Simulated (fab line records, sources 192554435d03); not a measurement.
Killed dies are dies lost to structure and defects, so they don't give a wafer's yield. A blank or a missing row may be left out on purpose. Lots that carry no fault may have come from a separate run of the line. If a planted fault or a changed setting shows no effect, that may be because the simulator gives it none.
fab line records | flow n5-finfet
record: lots: 7 wafers: 19 last-day: 17
route steps=1938 shown BEOL_M15@1812 PASSIVATION@1936
lots that met no fault: taken from a fault-free run of the same line
start-h: hours from the record's opening day to when the first of the lot's shown wafers began | wait-h: time in hours since the lot's previous step | " repeats the value in the row above | L1.1+2: several wafers, shown together as one row | - no value, or no start was given | * or withheld: withheld | < > ~ a bound
route shown NAME@n: NAME is a module with steps in the file, n the number in the route of the first one | usual: mean/standard deviation taken from wafers without a fault | same: alike in all rows | chamber/n: place in a boat | sites: each site's reading | _std_site: the values' standard deviation | _edge_site: inner sites' mean taken away from outer sites' mean | radius-mm: how far each site lies from the wafer's centre | mask NAME#n: copy n | behind: the tool/chamber that last shaped the wafer | hold: what put the lot on hold/how long, in hours/how the hold closed | device: the n, p or np transistor that did not switch | end of line: the tests these same wafers got at the end of their route | where a step has no rows: the recipe by itself | killed: the dies lost at the first sort to structure and to defects; this is not the yield of the wafer | map: dies across one wafer; x = killed, . = not, _ = none there
set.NAME: the setting the step ran with; set.NAME@STEP: the setting that earlier step ran with | model.NAME: the simulator's own value behind a step, which no gauge read
certain route steps with their lots: each step a table, each wafer a row
services: when a tool's chamber went out of use (start-h, in hours from the record's first day, below 0 if earlier), for how many hours, and the reason
== steps ==
step: N5_BEOL_M15_STRIP_62
recipe: chemistry: O2 power-w: 600 temp-c: 60 pressure-mtorr: 30 rf-frequency-hz: 6e+07 bias-power-w: 0 overash-fraction: 0.3 o2-flow-sccm: 225
step: N5_BEOL_M15_STRIP_37
recipe: chemistry: O2 power-w: 600 temp-c: 60 pressure-mtorr: 30 rf-frequency-hz: 6e+07 bias-power-w: 0 overash-fraction: 0.3 o2-flow-sccm: 225
step: N5_BEOL_M15_ETCH_38
recipe: chemistry: CF4/N2 target: SiCN target-depth-a: 1064 taper-deg: 2 time-s: 120.5 ion-energy-ev: 150 mask-material: SiO2 pressure-mtorr: 40 source-w: 430 bias-w: 70 Ar_flow_sccm: 100 cf4-flow-sccm: 60 n2-flow-sccm: 60
usual: cf4-flow-sccm: 60.01/0.18 drypump-motor-current-A: 5.5/0.47 oes-product-au: 0.80/0.097 rf-vpp-V: 382.7/1.8 showerhead-plenum-p-Torr: 2.22/0.07 throttle-valve-pct: 15.4/0.31
columns lot.wafer tool chamber start-h wait-h cf4-flow-sccm drypump-motor-current-A oes-product-au rf-hours-counter-h rf-vpp-V showerhead-plenum-p-Torr throttle-valve-pct
L793.1 rie-diel-02 3 - - 60.11 5.0 0.83 72 380.7 2.15 15.5
L793.4 " 3 " " 60.05 5.0 0.83 - 381.1 2.15 15.5
L793.6 " 0 " " 59.94 6.4 0.91 - 382.2 2.25 14.9
L800.4 rie-diel-01 2 - - 60.03 5.5 0.69 217 381.3 2.19 15.7
L800.5 " 0 " " 59.75 5.4 0.80 - 383.9 2.31 15.4
L800.6 " 3 " " 59.81 5.7 0.68 - 383.7 2.27 15.5
L806.2 rie-diel-01 1 - - 59.95 6.0 0.90 54 379.4 2.14 14.9
L806.5 " 0 " " 60.12 5.4 0.78 - 383.6 2.30 15.5
L809.1 rie-diel-02 2 - - 59.86 5.1 0.94 10 381.9 2.18 15.0
L809.3 " 3 " " 59.90 5.0 0.81 102 380.5 2.14 15.6
L809.4 " 1 " " 59.88 5.6 0.72 216 383.9 2.28 15.7
L810.1 rie-diel-04 1 - - 60.12 5.1 0.89 52 382.2 2.24 15.1
L810.2 " 2 " " 59.87 4.7 0.83 82 385.7 2.34 15.4
L813.3 rie-diel-01 0 - - 60.09 5.4 0.78 144 384.4 2.30 15.5
L813.4 " 1 " " 60.07 6.0 0.89 66 381.8 2.14 15.0
L813.6 " 2 " " 60.15 5.4 0.67 - 381.6 2.18 15.8
L812.3 rie-diel-02 0 - - 60.10 6.5 0.84 56 384.1 2.23 15.0
L812.4 " 3 " " 60.04 4.9 0.79 110 381.2 2.14 15.6
L812.6 " 0 " " 60.16 6.5 0.85 - 383.5 2.23 14.9
step: N5_BEOL_M15_PRECLEAN_39
recipe: chemistry: residue-remover time-s: 60 temp-c: 40
step: N5_BEOL_M15_SRD_40
recipe: time-s: 30 temp-c: 23 rinse-liquid: diw dry: n2-spin spin-rpm: 1500 dry-time-s: 30
step: N5_BEOL_M15_DEGAS_41
recipe: ambient: vacuum temp-c: 300 time-s: 60
usual: heater-power-w: 510/68
columns lot.wafer tool chamber start-h wait-h heater-power-w
L793.1 pvd-sputter-02 - 272.88 0.0 631
L793.4 " - " " 509
L793.6 " - " " 429
L800.4 pvd-sputter-03 - 306.83 0.4 391
L800.5 " - " " 543
L800.6 " - " " 533
L806.2 pvd-sputter-01 - 359.51 0.8 507
L806.5 " - " " 496
L809.1 pvd-sputter-02 - 364.87 0.2 509
L809.3 " - " " 631
L809.4 " - " " 429
L810.1 pvd-sputter-02 - 370.94 0.6 640
L810.2 " - " " 520
L813.3 pvd-sputter-03 - 388.50 0.2 543
L813.4 " - " " 441
L813.6 " - " " 526
L812.3 pvd-sputter-02 - 388.63 0.1 629
L812.4 " - " " 503
L812.6 " - " " 414
step: N5_BEOL_M15_PRE_CLEAN_42
recipe: gas: H2/He time-s: 30 temp-c: 300
usual: heater-power-w: 509/69
columns lot.wafer tool chamber start-h wait-h heater-power-w
L793.1 pvd-sputter-02 - 272.92 0.0 636
L793.4 " - " " 515
L793.6 " - " " 423
L800.4 pvd-sputter-03 - 306.87 0.0 379
L800.5 " - " " 539
L800.6 " - " " 555
L806.2 pvd-sputter-01 - 359.55 0.0 502
L806.5 " - " " 504
L809.1 pvd-sputter-02 - 364.91 0.0 518
L809.3 " - " " 633
L809.4 " - " " 418
L810.1 pvd-sputter-02 - 370.98 0.0 649
L810.2 " - " " 516
L813.3 pvd-sputter-03 - 388.54 0.0 538
L813.4 " - " " 432
L813.6 " - " " 527
L812.3 pvd-sputter-02 - 388.67 0.0 653
L812.4 " - " " 490
L812.6 " - " " 427
step: N5_BEOL_M15_SPUTTER_43
recipe: material: TaN target-thk-a: 150 temp-c: 50 bias-v: 168.6 power-w: 15000 chamber-pressure-pa: 0.12 time-s: 24.19
step: N5_BEOL_M15_SPUTTER_44
recipe: material: Ta target-thk-a: 150 temp-c: 50 bias-v: 80 power-w: 15000 chamber-pressure-pa: 0.07 time-s: 24.19
usual: bias-v: 80.0/0.85 chamber-pressure-pa: 0.07/0.00014 throttle-valve-pct: 30.3/1
columns lot.wafer tool chamber start-h wait-h bias-v chamber-pressure-pa throttle-valve-pct
L793.1 pvd-sputter-02 - 273.04 0.0 80.8 0.07038 28.9
L793.4 " - " " 78.5 0.06992 31.4
L793.6 " - " " 80.1 0.06999 30.2
L800.4 pvd-sputter-03 - 306.99 0.0 79.9 0.07005 30.5
L800.5 " - " " 79.5 0.07005 31.6
L800.6 " - " " 78.1 0.07017 29.2
L806.2 pvd-sputter-01 - 359.67 0.0 78.8 0.06983 29.6
L806.5 " - " " 80.2 0.07019 29.6
L809.1 pvd-sputter-02 - 365.05 0.0 79.6 0.06981 31.3
L809.3 " - " " 80.9 0.07001 28.9
L809.4 " - " " 81.4 0.07002 30.4
L810.1 pvd-sputter-02 - 371.10 0.0 79.9 0.07004 29.1
L810.2 " - " " 79.4 0.06975 31.4
L813.3 pvd-sputter-03 - 388.66 0.0 79.4 0.06983 29.1
L813.4 " - " " 78.8 0.07015 28.6
L813.6 " - " " 81.1 0.06995 31.6
L812.3 pvd-sputter-02 - 388.79 0.0 80.7 0.07027 29.0
L812.4 " - " " 80.0 0.0699 30.1
L812.6 " - " " 81.1 0.0701 30.2
step: N5_BEOL_M15_SPUTTER_45
recipe: material: Cu target-thk-a: 1000 temp-c: -20 bias-v: 60 power-w: 26000 chamber-pressure-pa: 0.13 time-s: 16.67
step: N5_BEOL_M15_ECD_47
recipe: material: Cu target-thk-a: 18600
step: N5_BEOL_M15_ANNEAL_48
recipe: temp-c: 225 time-s: 90 ambient: N2
usual: wafer_temp_C_max: 225.90/0.23
columns lot.wafer tool chamber start-h wait-h wafer_temp_C_max
L793.1 rtp-anneal-01 0 273.59 0.3 226.19
L793.4 " 0 " " 225.84
L793.6 " 0 " " 226.23
L800.4 rtp-anneal-02 0 307.56 0.2 225.83
L800.5 " 0 " " 225.67
L800.6 " 0 " " 226.05
L806.2 rtp-anneal-02 0 360.40 0.4 225.88
L806.5 " 0 " " 225.67
L809.1 rtp-anneal-02 0 366.09 0.8 225.49
L809.3 " 0 " " 225.80
L809.4 " 0 " " 225.55
L810.1 rtp-anneal-02 0 371.86 0.5 225.70
L810.2 " 0 " " 225.82
L813.3 rtp-anneal-01 0 389.81 0.8 225.91
L813.4 " 0 " " 225.66
L813.6 " 0 " " 225.56
L812.3 rtp-anneal-02 0 389.94 0.8 226.01
L812.4 " 0 " " 225.83
L812.6 " 0 " " 225.97
step: N5_BEOL_M15_CMP_49
recipe: stop-on: SiO2 t-overpolish-s: 4.9 down-force-psi: 2 platen-rpm: 80 clearing-platen-down-force-psi: 2 clearing-platen-rpm: 80 post-cmp-clean: cu-alkaline target-thk-nm: 850 clearing-platen-pad-velocity-m-s: 1.5917 pad-velocity-m-s: 1.5917
usual: barrier-field-endpoint-s: 11.35/0.3 clearing-platen-rpm: 80.00/0.042 edge-zone-pressure-frac: 1.000/0.005 head-pressure-psi: 2.000/0.0041 motor-current-A: 8.1/0.81 overpolish-run-s: 4.899/0.0088 slurry-filter-dp-kPa: 13.50/0.14
columns lot.wafer tool chamber start-h wait-h barrier-field-endpoint-s clearing-platen-rpm edge-zone-pressure-frac head-pressure-psi motor-current-A overpolish-run-s slurry-filter-dp-kPa
L793.1 cmp-04 0 273.92 0.3 12.13 80.10 1.004 1.998 8.0 4.873 13.72
L793.4 " 1 " " 11.91 79.95 0.996 2.000 8.1 4.898 13.50
L793.6 " 0 " " 11.74 79.99 1.002 2.006 8.3 4.895 13.44
L800.4 cmp-04 3 307.76 0.2 11.80 80.02 0.997 1.997 9.8 4.902 13.39
L800.6 " 2 " " 11.62 80.04 0.991 2.001 7.0 4.882 13.54
L800.5 " 3 " " 11.80 79.97 0.996 1.999 9.4 4.885 13.53
L806.2 cmp-04 0 360.69 0.2 11.61 80.06 0.999 1.996 8.7 4.923 13.46
L806.5 " 3 " " 6.45 80.04 0.998 2.001 9.3 4.904 13.68
L809.4 cmp-04 3 366.43 0.2 11.70 79.97 1.000 1.997 9.6 4.895 13.62
L809.1 " 0 " " 6.31 79.99 1.006 1.998 7.5 4.899 13.49
L809.3 " 1 " " 11.49 80.09 0.997 1.996 8.0 4.900 13.45
L810.2 cmp-04 1 372.16 0.2 10.91 80.08 1.010 2.000 7.5 4.904 13.30
L810.1 " 3 " " 6.25 79.97 0.999 2.000 9.7 4.895 13.52
L813.4 cmp-01 1 390.05 0.2 11.28 80.02 1.001 1.999 8.0 4.897 13.50
L813.3 " 3 " " 11.12 80.01 0.993 1.996 10.0 4.913 13.74
L813.6 " 1 " " 11.53 79.97 1.005 2.002 7.6 4.903 13.36
L812.3 cmp-02 3 390.42 0.4 11.74 80.01 0.994 1.994 7.7 4.917 13.53
L812.4 " 0 " " 11.23 80.03 0.998 1.999 8.4 4.895 13.62
L812.6 " 2 " " 11.64 80.00 1.001 1.999 7.6 4.897 13.60
step: N5_PASSIVATION_PROBE_49
usual: defect-limited-yield: 91.3/1.5 killed_at_M0_to_M3: 34/11 killed_at_M4_up: 14/6.1 killed-at-contacts: 12/5.9 killed-at-front-end: 39/11 killed-at-other: 4/3.3 killed-dies: 102/18 killed-open: 67/13 killed-short: 33/7.9 sort_bin_5_function: 5.1/1 sort_bin_6_memory: 3.3/0.7 sort_bin_8_speed: 0.1/0.69 sort-n-pass: 1077/19 sort-yield-pct: 91.3/1.6
same: gross-dies: 1180 killed-at-back-side: 0 sort_bin_4_leakage[%]: 0
columns lot.wafer tool chamber start-h wait-h defect-limited-yield[%] killed_at_M0_to_M3 killed_at_M4_up killed-at-contacts killed-at-front-end killed-at-other killed-dies killed-open killed-short sort_bin_5_function[%] sort_bin_6_memory[%] sort_bin_8_speed[%] sort-n-pass sort-yield-pct[%]
L806.2 prober-02 - 376.34 0.1 90.2 36 16 15 48 1 116 81 33 5.4 4.2 0 1064 90.2
L806.5 prober-02 - 376.49 0.2 90.6 28 37 7 34 5 111 80 24 5.8 3.2 0 1069 90.6
killed by level:class
L806.2 BEOL_M2:geometric-particle:open=16 STI_FIN_REVEAL:geometric-particle:open=14 FIN_SAQP:geometric-particle:open=10 MOL_CONTACT_COAG:geometric-particle:open=9 BEOL_M0_SAQP:geometric-particle:open=8 DUMMY_GATE:geometric-particle:open=7 MOL_CONTACT_COAG:geometric-particle:short=6 FIN_SAQP:geometric-particle:short=5
L806.5 BEOL_M4:geometric-particle:open=20 BEOL_M2:geometric-particle:open=10 FIN_SAQP:geometric-particle:open=7 STI_FIN_REVEAL:geometric-particle:open=7 DUMMY_GATE:geometric-particle:open=5 MOL_CONTACT_COAG:geometric-particle:open=5 BEOL_M3:geometric-particle:open=5 BEOL_M5:geometric-particle:open=5
== services ==
columns tool chamber start-h hours kind
cmp-01 - 256.66 12.8 pm
rie-diel-02 1 264.14 12.0 repair
pvd-sputter-01 - 290.79 0.8 repair
pvd-sputter-01 - 294.87 7.9 repair
rie-diel-04 3 301.14 - clean
cmp-04 - 308.37 1.9 repair
rie-diel-02 2 311.35 - clean
rie-diel-02 2 311.35 - consumable-replace:focus-ring
rie-diel-02 2 311.35 23.3 scheduled-down
rie-diel-02 2 311.35 23.3 vent-cycle
pvd-sputter-02 - 330.33 4.9 repair
cmp-02 - 335.58 3.4 repair
cmp-02 - 361.85 4.0 pm
rie-diel-01 3 364.43 - clean
rie-diel-01 3 364.43 - consumable-replace:focus-ring
rie-diel-01 3 364.43 22.5 scheduled-down
rie-diel-01 3 364.43 22.5 vent-cycle
cmp-02 - 365.85 - consumable-replace:conditioner
cmp-02 - 365.85 - consumable-replace:pad
rie-diel-04 - 374.53 0.4 repair
cmp-02 - 377.98 1.5 repair
cmp-02 - 379.80 2.9 repair
cmp-01 - 381.98 4.0 pm
rie-diel-02 1 384.88 2.1 repair
== key ==
first-sign: step: N5_BEOL_M15_CMP_49 reading: barrier-field-endpoint-s direction: down sigmas: 17 usual: 11.35 struck: 6.34
effect none on later readings
met-at N5_BEOL_M15_CMP_49
struck-wafers L806.5,L809.1,L810.1
onset-between 307.76 360.69
fault: kind: process-parameter-drift tool: cmp-04 chamber: - onset-h: 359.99 steps: N5_BEOL_M15_CMP_49 channel: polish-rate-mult offset: 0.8 shape: step end-h: 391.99 scope: struck-wafers-only
